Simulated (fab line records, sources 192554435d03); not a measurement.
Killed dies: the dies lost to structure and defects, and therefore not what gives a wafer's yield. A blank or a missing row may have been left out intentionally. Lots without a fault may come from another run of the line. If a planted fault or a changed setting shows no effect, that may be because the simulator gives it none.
fab line records -- flow n5_finfet
record: lots: 12, wafers: 36, last_day: 16
route steps=1938 shown BEOL_M1@818 TV_OPEN@1889 PAD_METAL@1893 PASSIVATION@1936
lots that met no fault: taken from a fault-free run of the same line
start_h: hours from the record's opening day to when the first of the lot's shown wafers began -- wait_h: time in hours since the lot's previous step -- " same as the row above -- L1.1+2: one row covering several wafers at once -- - either no value or no given start -- * or withheld: withheld -- < > ~ a bound
route shown NAME@n: NAME is a module with steps in the file, n the number in the route of the first one -- usual: the fault-free wafers' mean and standard deviation -- same: alike in all rows -- chamber/n: place in a boat -- sites: readings site by site -- _std_site: standard deviation across them -- _edge_site: outer sites' mean less inner sites' -- radius_mm: for every site, how far away it sits from the centre of the wafer -- mask NAME#n: copy n -- behind: the tool/chamber that last shaped the wafer -- hold: why the lot was held/for how many hours/how that ended -- device: whichever transistor did not switch (one of n, p or np) -- end of line: the tests these same wafers got at the end of their route -- for a step that has no rows: nothing shown but its recipe -- killed: not the wafer's yield, but the dies lost to structure and defects at the first sort -- map: a wafer's dies, x killed, . not, _ none there
set.NAME: setting as actually run; set.NAME@STEP: the setting as run at that earlier step -- model.NAME: the simulator's own value behind a step, which no gauge read
a sample of lots followed through the steps of the route, with each step as a table and each wafer as a row
services: from which hour (start_h, from the record's first day; less than 0 if before it) a tool's chamber was out of use, for how many hours, and why
== steps ==
step: N5_BEOL_M1_SPUTTER_81
recipe: material: Cu, target_thk_a: 45, temp_c: -20, chamber_pressure_pa: 0.07, power_w: withheld, time_s: 8.29
usual: chuck_gas_flow_sccm: 1.27/0.051, throttle_valve_pct: 30.0/1.6
lot.wafer,tool,chamber,start_h,wait_h,chuck_gas_flow_sccm,throttle_valve_pct
L747.3,pvd_sputter-01,-,129.07,0.1,1.20,30.5
L747.4,pvd_sputter-01,-,129.07,0.1,1.23,30.7
L747.5,pvd_sputter-01,-,129.07,0.1,1.32,30.7
L748.2,pvd_sputter-02,-,132.61,0.1,1.17,30.5
L748.3,pvd_sputter-02,-,132.61,0.1,1.26,29.3
L748.5,pvd_sputter-02,-,132.61,0.1,1.35,31.8
L749.3,pvd_sputter-03,-,135.01,0.1,1.21,28.2
L749.5,pvd_sputter-03,-,135.01,0.1,1.29,28.2
L749.6,pvd_sputter-03,-,135.01,0.1,1.25,32.7
L755.2,pvd_sputter-01,-,179.10,0.1,1.31,30.6
L755.3,pvd_sputter-01,-,179.10,0.1,1.21,29.1
L755.5,pvd_sputter-01,-,179.10,0.1,1.27,30.8
L756.1,pvd_sputter-01,-,185.10,0.1,1.29,30.9
L756.3,pvd_sputter-01,-,185.10,0.1,1.32,27.1
L756.4,pvd_sputter-01,-,185.10,0.1,1.27,29.2
L758.3,pvd_sputter-02,-,197.85,0.1,1.20,29.4
L758.5,pvd_sputter-02,-,197.85,0.1,1.22,31.6
L758.6,pvd_sputter-02,-,197.85,0.1,1.16,30.1
L760.2,pvd_sputter-02,-,207.19,0.1,1.27,30.4
L760.3,pvd_sputter-02,-,207.19,0.1,1.34,31.7
L760.5,pvd_sputter-02,-,207.19,0.1,1.21,30.4
L762.1,pvd_sputter-02,-,216.97,0.1,1.35,31.3
L762.2,pvd_sputter-02,-,216.97,0.1,1.24,29.3
L762.3,pvd_sputter-02,-,216.97,0.1,1.28,31.6
L764.1,pvd_sputter-03,-,227.95,0.1,1.29,32.6
L764.5,pvd_sputter-03,-,227.95,0.1,1.26,27.7
L764.6,pvd_sputter-03,-,227.95,0.1,1.29,30.0
L766.1,pvd_sputter-02,-,247.26,0.1,1.19,29.3
L766.2,pvd_sputter-02,-,247.26,0.1,1.17,30.2
L766.5,pvd_sputter-02,-,247.26,0.1,1.27,29.8
L768.1,pvd_sputter-03,-,253.68,0.1,1.22,29.8
L768.3,pvd_sputter-03,-,253.68,0.1,1.26,32.7
L768.4,pvd_sputter-03,-,253.68,0.1,1.28,28.5
L769.2,pvd_sputter-02,-,270.64,0.1,1.23,29.3
L769.3,pvd_sputter-02,-,270.64,0.1,1.28,31.3
L769.6,pvd_sputter-02,-,270.64,0.1,1.22,31.6
step: N5_PASSIVATION_STRIP_14
recipe: chemistry: O2, power_w: 600, temp_c: 60, pressure_mtorr: 30, rf_frequency_hz: 6e+07, bias_power_w: 0, overash_fraction: 0.5, o2_flow_sccm: 225
usual: drypump_motor_current_A: 6.0/0.54, oes_product_au: 0.82/0.096, rf_vpp_V: 3.7/0.88, showerhead_plenum_p_Torr: 2.09/0.068, throttle_valve_pct: 16.64/0.25
lot.wafer,tool,chamber,start_h,wait_h,drypump_motor_current_A,oes_product_au,rf_hours_counter_h,rf_vpp_V,showerhead_plenum_p_Torr,throttle_valve_pct
L747.3,rie_diel-06,1,262.71,0.1,5.9,0.92,19,3.7,2.06,16.61
L747.4,rie_diel-06,3,262.71,0.1,6.8,0.96,1,3.2,2.22,16.38
L747.5,rie_diel-06,3,262.71,0.1,6.8,0.97,-,2.0,2.22,16.39
L749.3,rie_diel-03,2,268.08,0.1,6.2,0.93,16,3.3,2.12,16.09
L749.5,rie_diel-03,0,268.08,0.1,6.4,0.73,-,4.0,2.00,16.71
L749.6,rie_diel-03,3,268.08,0.1,6.5,0.98,-,3.4,2.07,16.47
L748.2,rie_diel-06,3,268.27,0.1,6.8,0.98,3,3.8,2.22,16.37
L748.3,rie_diel-06,1,268.27,0.1,5.9,0.90,20,3.7,2.06,16.61
L748.5,rie_diel-06,3,268.27,0.1,6.8,0.96,-,3.3,2.22,16.39
L755.2,rie_diel-06,0,312.08,0.1,6.1,0.75,159,5.1,2.09,16.85
L755.3,rie_diel-06,3,312.08,0.1,6.8,0.93,17,4.1,2.22,16.40
L755.5,rie_diel-06,0,312.08,0.1,6.1,0.74,-,4.2,2.09,16.83
L756.1,rie_diel-06,1,316.39,0.1,6.0,0.88,40,4.2,2.05,16.65
L756.3,rie_diel-06,3,316.39,0.1,6.8,0.93,19,2.3,2.22,16.39
L756.4,rie_diel-06,3,316.39,0.1,6.8,0.90,-,5.0,2.22,16.41
L758.3,rie_diel-06,1,329.11,0.1,5.9,0.88,43,4.4,2.05,16.64
L758.5,rie_diel-06,3,329.11,0.1,6.8,0.91,-,3.7,2.21,16.41
L758.6,rie_diel-06,0,329.11,0.1,6.1,0.73,-,4.9,2.09,16.85
L760.2,rie_diel-06,2,341.25,0.1,4.9,0.91,6,5.0,2.06,16.44
L760.3,rie_diel-06,3,341.25,0.1,6.8,0.91,27,4.3,2.21,16.42
L760.5,rie_diel-06,1,341.25,0.1,5.9,0.87,-,4.6,2.05,16.66
L762.1,rie_diel-06,3,353.67,0.1,6.8,0.91,31,3.5,2.21,16.44
L762.2,rie_diel-06,2,353.67,0.1,4.9,0.92,10,3.8,2.06,16.44
L762.3,rie_diel-06,1,353.67,0.1,6.0,0.86,52,3.3,2.05,16.66
L764.1,rie_diel-04,1,356.29,0.1,6.4,0.80,81,2.5,2.02,16.92
L764.5,rie_diel-04,2,356.29,0.1,5.1,0.78,-,4.4,2.00,16.59
L764.6,rie_diel-04,1,356.29,0.1,6.4,0.81,-,3.6,2.02,16.92
L766.1,rie_diel-06,0,380.66,0.1,6.1,0.72,176,3.8,2.09,16.91
L766.2,rie_diel-06,1,380.66,0.1,5.9,0.84,60,4.1,2.04,16.69
L766.5,rie_diel-06,2,380.66,0.1,4.9,0.88,-,5.0,2.05,16.46
L768.1,rie_diel-03,0,388.80,0.1,6.4,0.71,227,3.8,1.98,16.81
L768.3,rie_diel-03,2,388.80,0.1,6.2,0.86,58,2.1,2.10,16.18
L768.4,rie_diel-03,0,388.80,0.1,6.4,0.71,-,3.4,1.98,16.77
L769.2,rie_diel-04,3,389.13,0.1,5.6,0.70,223,4.1,2.16,17.19
L769.3,rie_diel-04,1,389.13,0.1,6.5,0.81,89,3.6,2.02,16.97
L769.6,rie_diel-04,1,389.13,0.1,6.5,0.80,-,2.4,2.02,16.94
step: N5_PASSIVATION_DEGAS_18
recipe: ambient: vacuum, temp_c: 300, time_s: 60
usual: heater_power_w: 455/47
lot.wafer,tool,chamber,start_h,wait_h,heater_power_w
L747.3,pvd_sputter-03,-,262.94,0.0,427
L747.4,pvd_sputter-03,-,262.94,0.0,412
L747.5,pvd_sputter-03,-,262.94,0.0,418
L749.3,pvd_sputter-02,-,268.69,0.4,487
L749.5,pvd_sputter-02,-,268.69,0.4,492
L749.6,pvd_sputter-02,-,268.69,0.4,438
L748.2,pvd_sputter-03,-,268.84,0.4,417
L748.3,pvd_sputter-03,-,268.84,0.4,417
L748.5,pvd_sputter-03,-,268.84,0.4,412
L755.2,pvd_sputter-03,-,312.86,0.6,413
L755.3,pvd_sputter-03,-,312.86,0.6,411
L755.5,pvd_sputter-03,-,312.86,0.6,447
L756.1,pvd_sputter-02,-,316.84,0.3,488
L756.3,pvd_sputter-02,-,316.84,0.3,488
L756.4,pvd_sputter-02,-,316.84,0.3,439
L758.3,pvd_sputter-02,-,329.39,0.1,481
L758.5,pvd_sputter-02,-,329.39,0.1,572
L758.6,pvd_sputter-02,-,329.39,0.1,510
L760.2,pvd_sputter-03,-,341.75,0.3,421
L760.3,pvd_sputter-03,-,341.75,0.3,438
L760.5,pvd_sputter-03,-,341.75,0.3,409
L762.1,pvd_sputter-01,-,353.93,0.1,434
L762.2,pvd_sputter-01,-,353.93,0.1,410
L762.3,pvd_sputter-01,-,353.93,0.1,533
L764.1,pvd_sputter-01,-,356.63,0.2,522
L764.5,pvd_sputter-01,-,356.63,0.2,425
L764.6,pvd_sputter-01,-,356.63,0.2,440
L766.1,pvd_sputter-02,-,381.12,0.3,553
L766.2,pvd_sputter-02,-,381.12,0.3,483
L766.5,pvd_sputter-02,-,381.12,0.3,437
L768.1,pvd_sputter-01,-,389.46,0.4,407
L768.3,pvd_sputter-01,-,389.46,0.4,546
L768.4,pvd_sputter-01,-,389.46,0.4,416
L769.2,pvd_sputter-03,-,389.46,0.1,411
L769.3,pvd_sputter-03,-,389.46,0.1,450
L769.6,pvd_sputter-03,-,389.46,0.1,418
step: N5_PASSIVATION_PROBE_49
usual: defect_limited_yield: 91.0/1.4, killed_at_M0_to_M3: 36/11, killed_at_M4_up: 13/5.4, killed_at_contacts: 12/6.4, killed_at_front_end: 41/13, killed_at_other: 2.9/2.3, killed_dies: 106/17, killed_on_rim: 14/3.9, killed_open: 70/12, killed_short: 34/8.4, sort_bin_4_leakage: 0.01/0.057, sort_bin_5_function: 5.2/1, sort_bin_6_memory: 3.4/0.63, sort_bin_8_speed: 0.1/0.49, sort_n_pass: 1074/18, sort_yield_pct: 91.0/1.6
same: gross_dies: 1180, killed_at_back_side: 0
lot.wafer,tool,chamber,start_h,wait_h,defect_limited_yield[%],killed_at_M0_to_M3,killed_at_M4_up,killed_at_contacts,killed_at_front_end,killed_at_other,killed_dies,killed_on_rim,killed_open,killed_short,sort_bin_4_leakage[%],sort_bin_5_function[%],sort_bin_6_memory[%],sort_bin_8_speed[%],sort_n_pass,sort_yield_pct[%]
L747.3,prober-02,-,269.09,0.1,91.1,41,15,1,44,4,105,15,63,39,0.08,4.8,3.2,0,1074,91.0
L747.4,prober-02,-,269.14,0.2,89.2,25,10,10,76,7,128,22,67,53,0,5.9,3.9,0,1052,89.2
L747.5,prober-02,-,269.19,0.2,90.8,41,17,12,34,4,108,14,71,37,0,5.0,3.6,0,1072,90.8
L749.3,prober-02,-,274.59,0.1,89.9,30,11,25,48,5,119,14,84,28,0,6.0,3.9,0,1061,89.9
L749.5,prober-02,-,274.69,0.2,90.8,34,14,37,23,0,108,10,79,26,0,5.9,3.1,0,1072,90.8
L749.6,prober-02,-,274.74,0.3,89.8,39,12,21,43,5,120,11,79,39,0,5.5,4.1,0,1060,89.8
L748.2,prober-02,-,275.20,0.1,92.5,41,14,9,21,4,89,12,56,33,0,4.2,3.3,0,1091,92.5
L748.3,prober-02,-,275.25,0.1,92.6,25,9,17,33,3,87,14,51,31,0,3.5,3.5,0,1093,92.6
L748.5,prober-02,-,275.35,0.2,92.8,32,18,6,28,1,85,9,63,22,0,4.7,2.4,0,1095,92.8
L755.2,prober-02,-,319.33,0.1,86.5,95,13,7,43,1,159,31,60,30,0,8.3,3.1,0,1021,86.5
L755.3,prober-02,-,319.38,0.1,80.1,161,7,12,54,1,235,11,69,29,0,11.8,4.1,0,945,80.1
L755.5,prober-02,-,319.48,0.2,83.5,105,13,11,63,3,195,38,68,48,0,10.4,3.9,0,985,83.5
L756.1,prober-02,-,322.86,0.0,85.0,112,7,12,44,2,177,31,63,38,0,8.2,4.0,0,1003,85.0
L756.3,prober-02,-,322.96,0.1,79.7,184,3,14,34,4,239,20,52,33,0,11.7,5.2,0,941,79.7
L756.4,prober-02,-,323.01,0.2,82.2,158,7,13,24,8,210,7,46,24,0,11.1,3.4,0,970,82.2
L758.3,prober-01,-,335.41,0.1,91.0,43,17,11,32,3,106,16,60,44,0,4.7,3.8,0,1074,91.0
L758.5,prober-01,-,335.51,0.2,90.9,41,11,4,48,3,107,14,74,33,0,5.0,4.0,0,1073,90.9
L758.6,prober-01,-,335.56,0.3,89.4,54,19,10,41,1,125,16,91,33,0,6.1,4.1,3.7,1011,85.7
L760.2,prober-01,-,348.04,0.1,89.0,39,25,11,53,2,130,13,85,42,0,6.8,4.2,0,1050,89.0
L760.3,prober-01,-,348.09,0.1,89.7,58,13,13,37,0,121,12,72,47,0,6.1,3.7,0,1059,89.7
L760.5,prober-01,-,348.19,0.2,90.8,38,6,7,57,0,108,20,61,44,0,4.7,4.1,0,1072,90.8
L762.1,prober-01,-,360.00,0.0,91.4,41,6,6,48,0,101,6,56,39,0,5.1,2.9,0,1079,91.4
L762.2,prober-01,-,360.05,0.1,90.4,26,15,5,66,1,113,20,58,43,0,4.9,3.8,0,1067,90.4
L762.3,prober-01,-,360.10,0.1,90.8,47,3,11,46,1,108,14,62,36,0,5.2,3.1,0,1072,90.8
L764.1,prober-02,-,362.40,0.0,94.0,24,3,9,33,2,71,11,46,22,0,3.4,2.5,0,1109,94.0
L764.5,prober-02,-,362.60,0.2,90.5,38,11,19,37,7,112,17,63,49,0,5.8,3.6,0,1068,90.5
L764.6,prober-02,-,362.65,0.3,91.0,28,8,14,47,9,106,21,64,39,0,6.0,2.9,0,1074,91.0
L766.1,prober-01,-,386.64,0.0,89.3,36,7,33,50,0,126,8,77,49,0,6.7,3.6,0,1054,89.3
L766.2,prober-01,-,386.69,0.1,91.2,29,7,16,48,4,104,10,73,29,0,4.9,3.7,0,1076,91.2
L766.5,prober-01,-,386.84,0.2,90.6,43,9,18,41,0,111,10,74,34,0,5.6,3.6,0,1069,90.6
L768.1,prober-02,-,395.36,0.0,92.2,30,9,8,43,2,92,18,76,16,0,4.8,2.9,0,1088,92.2
L768.3,prober-02,-,395.46,0.1,93.2,17,4,11,42,6,80,12,59,21,0,4.1,2.7,0,1100,93.2
L768.4,prober-02,-,395.51,0.2,92.9,27,15,8,30,4,84,13,54,23,0,4.5,1.9,0,1096,92.9
L769.2,prober-01,-,395.57,0.1,89.7,19,30,24,43,5,121,16,88,30,0,5.4,4.7,0,1059,89.7
L769.3,prober-01,-,395.62,0.1,90.5,24,19,8,54,7,112,16,71,40,0,5.4,3.6,0,1068,90.5
L769.6,prober-01,-,395.77,0.3,89.7,35,22,12,42,10,121,16,91,29,0,6.1,3.8,0,1059,89.7
killed by level:class
L747.3 BEOL_M3:geometric_particle:open=18 FIN_SAQP:geometric_particle:open=10 FIN_SAQP:geometric_particle:short=9 BEOL_M2:geometric_particle:short=7 STI_FIN_REVEAL:geometric_particle:open=4 BEOL_M1:geometric_particle:open=4 STARTING-WAFER:geometric_particle:short=4 BEOL_M3:geometric_particle:short=4
L747.4 STI_FIN_REVEAL:geometric_particle:open=21 FIN_SAQP:geometric_particle:short=19 FIN_SAQP:geometric_particle:open=9 MOL_CONTACT_COAG:geometric_particle:open=9 HKMG_FIN:area_etch=8 GATE_CUT:geometric_particle:short=7 BEOL_M0_SAQP:geometric_particle:open=6 BEOL_M4:geometric_particle:open=6
L747.5 BEOL_M3:geometric_particle:open=14 MOL_CONTACT_COAG:geometric_particle:open=10 FIN_SAQP:geometric_particle:short=8 BEOL_M1:geometric_particle:open=8 GATE_CUT:geometric_particle:short=6 FIN_SAQP:geometric_particle:open=5 STI_FIN_REVEAL:geometric_particle:open=5 BEOL_M2:geometric_particle:short=5
L749.3 MOL_CONTACT_COAG:geometric_particle:open=20 DUMMY_GATE:geometric_particle:open=12 BEOL_M0_SAQP:geometric_particle:open=11 STI_FIN_REVEAL:geometric_particle:open=7 DUMMY_GATE:geometric_particle:short=7 FIN_SAQP:geometric_particle:open=6 BEOL_M2:geometric_particle:open=6 GATE_CUT:geometric_particle:open=4
L749.5 MOL_CONTACT_COAG:geometric_particle:open=32 BEOL_M0_SAQP:geometric_particle:short=8 BEOL_M0_SAQP:geometric_particle:open=7 BEOL_M1:geometric_particle:open=7 BEOL_M4:geometric_particle:open=6 DUMMY_GATE:geometric_particle:open=5 MOL_CONTACT_COAG:geometric_particle:short=5 STI_FIN_REVEAL:geometric_particle:open=4
L749.6 MOL_CONTACT_COAG:geometric_particle:open=16 DUMMY_GATE:geometric_particle:open=13 BEOL_M0_SAQP:geometric_particle:open=11 FIN_SAQP:geometric_particle:short=9 BEOL_M1:geometric_particle:open=7 BEOL_M0_SAQP:geometric_particle:short=6 MOL_CONTACT_COAG:geometric_particle:short=5 BEOL_M4:geometric_particle:open=5
L748.2 BEOL_M0_SAQP:geometric_particle:open=15 BEOL_M0_SAQP:geometric_particle:short=15 MOL_CONTACT_COAG:geometric_particle:open=8 FIN_SAQP:geometric_particle:open=5 BEOL_M1:geometric_particle:open=5 BEOL_M4:geometric_particle:open=5 STI_FIN_REVEAL:geometric_particle:open=4 GATE_CUT:geometric_particle:short=3
L748.3 MOL_CONTACT_COAG:geometric_particle:open=14 BEOL_M0_SAQP:geometric_particle:open=6 DUMMY_GATE:geometric_particle:open=5 GATE_CUT:geometric_particle:short=5 BEOL_M2:geometric_particle:open=5 BEOL_M0_SAQP:geometric_particle:short=4 BEOL_M1:geometric_particle:open=4 BEOL_M3:geometric_particle:open=4
L748.5 FIN_SAQP:geometric_particle:open=12 BEOL_M3:geometric_particle:open=10 BEOL_M0_SAQP:geometric_particle:open=7 MOL_CONTACT_COAG:geometric_particle:open=6 BEOL_M2:geometric_particle:open=6 BEOL_M4:geometric_particle:open=6 BEOL_M6:geometric_particle:open=5 FIN_SAQP:geometric_particle:short=4
L755.2 BEOL_M1:unspecified=68 STI_FIN_REVEAL:geometric_particle:open=16 BEOL_M1:geometric_particle:open=7 MOL_CONTACT_COAG:geometric_particle:open=5 BEOL_M3:geometric_particle:open=5 FIN_SAQP:geometric_particle:open=4 BEOL_M0_SAQP:geometric_particle:short=4 BEOL_M0:geometric_particle:open=4
L755.3 BEOL_M1:unspecified=137 STI_FIN_REVEAL:geometric_particle:open=17 FIN_SAQP:geometric_particle:short=13 FIN_SAQP:geometric_particle:open=11 MOL_CONTACT_COAG:geometric_particle:open=11 BEOL_M1:geometric_particle:open=8 BEOL_M0:geometric_particle:open=5 GATE_CUT:geometric_particle:open=4
L755.5 BEOL_M1:unspecified=79 FIN_SAQP:geometric_particle:short=18 STI_FIN_REVEAL:geometric_particle:open=15 FIN_SAQP:geometric_particle:open=13 MOL_CONTACT_COAG:geometric_particle:open=9 BEOL_M4:geometric_particle:open=8 BEOL_M1:geometric_particle:short=6 STI_FIN_REVEAL:geometric_particle:short=5
L756.1 BEOL_M1:unspecified=76 BEOL_M0_SAQP:geometric_particle:short=16 DUMMY_GATE:geometric_particle:open=12 MOL_CONTACT_COAG:geometric_particle:open=12 STI_FIN_REVEAL:geometric_particle:open=9 FIN_SAQP:geometric_particle:short=7 BEOL_M0_SAQP:geometric_particle:open=7 FIN_SAQP:geometric_particle:open=5
L756.3 BEOL_M1:unspecified=153 STI_FIN_REVEAL:geometric_particle:open=16 MOL_CONTACT_COAG:geometric_particle:open=11 BEOL_M2:geometric_particle:open=8 BEOL_M0_SAQP:geometric_particle:short=7 BEOL_M1:geometric_particle:short=4 FIN_SAQP:geometric_particle:open=3 GATE_CUT:geometric_particle:short=3
L756.4 BEOL_M1:unspecified=139 MOL_CONTACT_COAG:geometric_particle:open=8 STI_FIN_REVEAL:geometric_particle:open=6 BEOL_M1:geometric_particle:open=6 MOL_CONTACT_COAG:geometric_particle:short=5 STARTING-WAFER:geometric_particle:short=5 DUMMY_GATE:geometric_particle:open=4 BEOL_M0_SAQP:geometric_particle:short=4
L758.3 BEOL_M1:geometric_particle:open=12 FIN_SAQP:geometric_particle:open=7 MOL_CONTACT_COAG:geometric_particle:open=7 BEOL_M0_SAQP:geometric_particle:short=7 FIN_SAQP:geometric_particle:short=6 BEOL_M5:geometric_particle:open=6 BEOL_M1:geometric_particle:short=5 BEOL_M2:geometric_particle:open=5
L758.5 FIN_SAQP:geometric_particle:open=21 BEOL_M3:geometric_particle:open=14 FIN_SAQP:geometric_particle:short=10 BEOL_M0_SAQP:geometric_particle:open=10 BEOL_M4:geometric_particle:open=8 BEOL_M0_SAQP:geometric_particle:short=6 BEOL_M3:geometric_particle:short=6 MOL_CONTACT_COAG:geometric_particle:open=4
L758.6 MOL_CONTACT_COAG:geometric_particle:open=9 BEOL_M3:geometric_particle:open=9 BEOL_M0_SAQP:geometric_particle:open=9 BEOL_M1:geometric_particle:open=9 BEOL_M2:geometric_particle:open=9 BEOL_M4:geometric_particle:open=9 FIN_SAQP:geometric_particle:open=8 BEOL_M0_SAQP:geometric_particle:short=8
L760.2 FIN_SAQP:geometric_particle:open=15 BEOL_M0_SAQP:geometric_particle:open=11 GATE_CUT:geometric_particle:open=8 BEOL_M4:geometric_particle:open=8 MOL_CONTACT_COAG:geometric_particle:open=7 BEOL_M1:geometric_particle:short=6 BEOL_M1:geometric_particle:open=6 BEOL_M3:geometric_particle:open=6
L760.3 BEOL_M0_SAQP:geometric_particle:short=15 BEOL_M3:geometric_particle:open=11 BEOL_M1:geometric_particle:short=10 MOL_CONTACT_COAG:geometric_particle:open=9 STI_FIN_REVEAL:geometric_particle:open=8 FIN_SAQP:geometric_particle:open=6 GATE_CUT:geometric_particle:open=6 BEOL_M0_SAQP:geometric_particle:open=6
L760.5 FIN_SAQP:geometric_particle:short=14 FIN_SAQP:geometric_particle:open=13 GATE_CUT:geometric_particle:short=11 BEOL_M1:geometric_particle:open=8 BEOL_M2:geometric_particle:open=7 STI_FIN_REVEAL:geometric_particle:open=6 MOL_CONTACT_COAG:geometric_particle:open=6 BEOL_M1:geometric_particle:short=6
L762.1 FIN_SAQP:geometric_particle:short=12 BEOL_M1:geometric_particle:open=11 STI_FIN_REVEAL:geometric_particle:open=10 FIN_SAQP:geometric_particle:open=7 BEOL_M0_SAQP:geometric_particle:short=6 BEOL_M0:geometric_particle:open=5 HKMG_FIN:area_etch=5 GATE_CUT:geometric_particle:short=4
L762.2 FIN_SAQP:geometric_particle:open=17 FIN_SAQP:geometric_particle:short=16 HKMG_FIN:area_etch=8 STI_FIN_REVEAL:geometric_particle:open=7 BEOL_M1:geometric_particle:open=6 BEOL_M4:geometric_particle:open=6 BEOL_M1:geometric_particle:short=5 BEOL_M3:geometric_particle:open=5
L762.3 FIN_SAQP:geometric_particle:short=11 BEOL_M0_SAQP:geometric_particle:open=11 STI_FIN_REVEAL:geometric_particle:open=10 MOL_CONTACT_COAG:geometric_particle:open=8 BEOL_M0_SAQP:geometric_particle:short=8 HKMG_FIN:area_etch=8 BEOL_M0:geometric_particle:open=7 FIN_SAQP:geometric_particle:open=5
L764.1 BEOL_M2:geometric_particle:open=10 FIN_SAQP:geometric_particle:open=8 MOL_CONTACT_COAG:geometric_particle:open=7 BEOL_M0_SAQP:geometric_particle:short=5 FIN_SAQP:geometric_particle:short=4 BEOL_M1:geometric_particle:open=4 DUMMY_GATE:geometric_particle:open=3 ILD0:geometric_particle:open=3
L764.5 MOL_CONTACT_COAG:geometric_particle:open=14 STI_FIN_REVEAL:geometric_particle:open=9 BEOL_M0_SAQP:geometric_particle:short=9 BEOL_M1:geometric_particle:open=9 FIN_SAQP:geometric_particle:short=6 GATE_CUT:geometric_particle:short=6 FIN_SAQP:geometric_particle:open=5 MOL_CONTACT_COAG:geometric_particle:short=5
L764.6 GATE_CUT:geometric_particle:short=13 MOL_CONTACT_COAG:geometric_particle:open=12 BEOL_M2:geometric_particle:open=7 STI_FIN_REVEAL:geometric_particle:open=6 GATE_CUT:geometric_particle:open=6 BEOL_M0_SAQP:geometric_particle:short=5 DUMMY_GATE:geometric_particle:short=5 DUMMY_GATE:geometric_particle:open=5
L766.1 MOL_CONTACT_COAG:geometric_particle:open=21 MOL_CONTACT_COAG:geometric_particle:short=12 FIN_SAQP:geometric_particle:open=9 FIN_SAQP:geometric_particle:short=9 STI_FIN_REVEAL:geometric_particle:open=8 BEOL_M2:geometric_particle:open=8 BEOL_M0_SAQP:geometric_particle:short=6 BEOL_M1:geometric_particle:open=6
L766.2 MOL_CONTACT_COAG:geometric_particle:open=12 BEOL_M2:geometric_particle:open=11 FIN_SAQP:geometric_particle:short=10 FIN_SAQP:geometric_particle:open=9 STI_FIN_REVEAL:geometric_particle:open=7 BEOL_M3:geometric_particle:open=7 DUMMY_GATE:geometric_particle:open=5 ILD0:geometric_particle:open=4
L766.5 MOL_CONTACT_COAG:geometric_particle:open=14 STI_FIN_REVEAL:geometric_particle:open=11 BEOL_M2:geometric_particle:open=10 FIN_SAQP:geometric_particle:open=8 BEOL_M3:geometric_particle:short=7 BEOL_M3:geometric_particle:open=7 BEOL_M0_SAQP:geometric_particle:open=5 BEOL_M2:geometric_particle:short=5
L768.1 STI_FIN_REVEAL:geometric_particle:open=15 BEOL_M3:geometric_particle:open=11 FIN_SAQP:geometric_particle:open=10 MOL_CONTACT_COAG:geometric_particle:open=8 BEOL_M0:geometric_particle:open=6 BEOL_M0_SAQP:geometric_particle:open=4 STARTING-WAFER:geometric_particle:open=4 FIN_SAQP:geometric_particle:short=3
L768.3 FIN_SAQP:geometric_particle:open=9 MOL_CONTACT_COAG:geometric_particle:open=9 STI_FIN_REVEAL:geometric_particle:open=8 BEOL_M1:geometric_particle:open=8 ILD0:geometric_particle:open=7 BEOL_M3:geometric_particle:open=5 STARTING-WAFER:geometric_particle:open=5 STI_FIN_REVEAL:geometric_particle:short=4
L768.4 BEOL_M3:geometric_particle:open=11 FIN_SAQP:geometric_particle:open=6 STI_FIN_REVEAL:geometric_particle:open=6 HKMG_FIN:area_etch=6 BEOL_M2:geometric_particle:open=4 MOL_CONTACT_COAG:geometric_particle:short=4 MOL_CONTACT_COAG:geometric_particle:open=4 GATE_CUT:geometric_particle:short=3
L769.2 BEOL_M4:geometric_particle:open=19 MOL_CONTACT_COAG:geometric_particle:open=15 STI_FIN_REVEAL:geometric_particle:open=11 FIN_SAQP:geometric_particle:open=8 MOL_CONTACT_COAG:geometric_particle:short=8 FIN_SAQP:geometric_particle:short=6 BEOL_M1:geometric_particle:open=6 BEOL_M5:geometric_particle:open=4
L769.3 STI_FIN_REVEAL:geometric_particle:open=16 FIN_SAQP:geometric_particle:open=9 MOL_CONTACT_COAG:geometric_particle:open=7 BEOL_M4:geometric_particle:open=7 FIN_SAQP:geometric_particle:short=6 BEOL_M0_SAQP:geometric_particle:short=6 STI_FIN_REVEAL:geometric_particle:short=5 BEOL_M2:geometric_particle:open=5
L769.6 BEOL_M4:geometric_particle:open=17 MOL_CONTACT_COAG:geometric_particle:open=11 FIN_SAQP:geometric_particle:open=10 BEOL_M0:geometric_particle:open=8 FIN_SAQP:geometric_particle:short=7 DUMMY_GATE:geometric_particle:open=7 BEOL_M0_SAQP:geometric_particle:open=7 STI_FIN_REVEAL:geometric_particle:open=6
== services ==
tool,chamber,start_h,hours,kind
rie_diel-03,3,108.49,18.4,repair
rie_diel-06,2,117.44,3.9,repair
rie_diel-06,3,129.47,5.2,repair
rie_diel-06,1,155.83,-,clean
rie_diel-06,1,155.83,-,consumable_replace:focus_ring
rie_diel-06,1,155.83,41.8,scheduled_down
rie_diel-06,1,155.83,41.8,vent_cycle
rie_diel-03,2,162.91,8.3,repair
rie_diel-03,-,183.68,1.5,repair
rie_diel-04,-,189.36,0.7,repair
rie_diel-03,2,189.95,11.4,repair
rie_diel-06,1,200.94,9.8,repair
rie_diel-06,3,243.38,-,clean
rie_diel-06,3,243.38,-,consumable_replace:focus_ring
rie_diel-06,3,243.38,-,consumable_replace:showerhead
rie_diel-03,0,248.64,2.4,repair
rie_diel-04,0,270.55,4.8,repair
rie_diel-03,0,321.20,4.8,repair
pvd_sputter-01,-,359.18,6.8,repair
pvd_sputter-01,-,375.36,8.1,repair
rie_diel-06,3,375.70,2.1,repair
rie_diel-03,3,378.16,21.3,repair
pvd_sputter-03,-,385.54,2.5,repair
pvd_sputter-01,-,388.63,0.7,repair
== key ==
first_sign: step: N5_PASSIVATION_PROBE_49, reading: killed_at_M0_to_M3, direction: up, sigmas: 9.3, usual: 36, struck: 136
effect: step: N5_PASSIVATION_PROBE_49, reading: killed_dies, direction: up, sigmas: 5.7, usual: 106, struck: 202
more_kills_born_at: N5_BEOL_M1_SPUTTER_81@pvd_sputter-01: 652
met_at N5_BEOL_M1_SPUTTER_81
struck_lots L755,L756
not_acting_at N5_PASSIVATION_STRIP_14,N5_PASSIVATION_DEGAS_18
onset_between 129.07 179.10
earlier_fault: kind: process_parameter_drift, tool: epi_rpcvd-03, chamber: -, onset_h: 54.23, steps: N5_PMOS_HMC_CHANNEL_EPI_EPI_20, channel: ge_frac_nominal, offset: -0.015, shape: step, stated: 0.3
earlier_fault: kind: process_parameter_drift, tool: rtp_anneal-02, chamber: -, onset_h: 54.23, steps: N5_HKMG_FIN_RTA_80, channel: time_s, offset: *, shape: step, acts_in: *, stated: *
fault: kind: chamber_particle_source, tool: pvd_sputter-01, chamber: -, onset_h: 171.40, steps: N5_BEOL_M1_SPUTTER_81, rate_per_visit_cm2: 1.2898
